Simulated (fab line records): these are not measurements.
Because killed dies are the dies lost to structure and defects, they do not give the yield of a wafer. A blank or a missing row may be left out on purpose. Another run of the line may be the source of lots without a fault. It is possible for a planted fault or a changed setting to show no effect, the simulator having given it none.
Chamber matching	flow nand-harc	rie-diel-13 running NHARC_A_STAIRCASE_DESCUM_443: 4 sister chambers
The step chemistry O2, time 3 s. 7 wafers are shown with their chamber, then 8 later ones without.

WAFERS PAIRED WITH THEIR CHAMBERS
wafer	chamber	showerhead-plenum-p-Torr (Torr)	oes-product-au (a.u.)
L075.2	2	1.78	1.022
L087.4	3	1.99	1.020
L087.5	0	2.04	1.009
L091.4	1	1.98	1.014
L091.5	0	2.04	1.008
L091.6	3	1.98	1.015
L092.3	1	1.98	1.018

WAFERS WITHOUT THEIR CHAMBER
wafer	showerhead-plenum-p-Torr (Torr)	oes-product-au (a.u.)
L092.4	2.04	1.011
L092.6	2.04	1.016
L093.1	2.04	1.020
L093.3	1.98	1.011
L093.4	1.77	1.024
L095.1	1.98	1.016
L095.5	1.76	1.020
L095.6	1.98	1.013

THE CHAMBER EACH PASSED THROUGH
wafer	from the rows above	in truth
L092.4	0	0
L092.6	0	0
L093.1	0	0
L093.3	can't be placed: 1 or 3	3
L093.4	2	2
L095.1	can't be placed: 1 or 3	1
L095.5	2	2
L095.6	can't be placed: 1 or 3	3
5 of 8 placed correctly. Can't be placed from these rows: 3 (the true chamber is among the candidates in 3). 0 placed wrongly.
How it was worked out, from the rows above alone: a wafer's distance from a chamber is the root of the sum, over the readings, of the square of ((its reading less the chamber's mean) divided by the reading's scatter). If the next closest chamber is less than 2 further off than the closest, the wafer can't be placed; otherwise it belongs to the closest. The mean given for a chamber averages the wafers shown for that chamber. The scatter: the root of (the sum of the squares of (reading less its chamber's mean) over the shown wafers, divided by (wafers less chambers)).
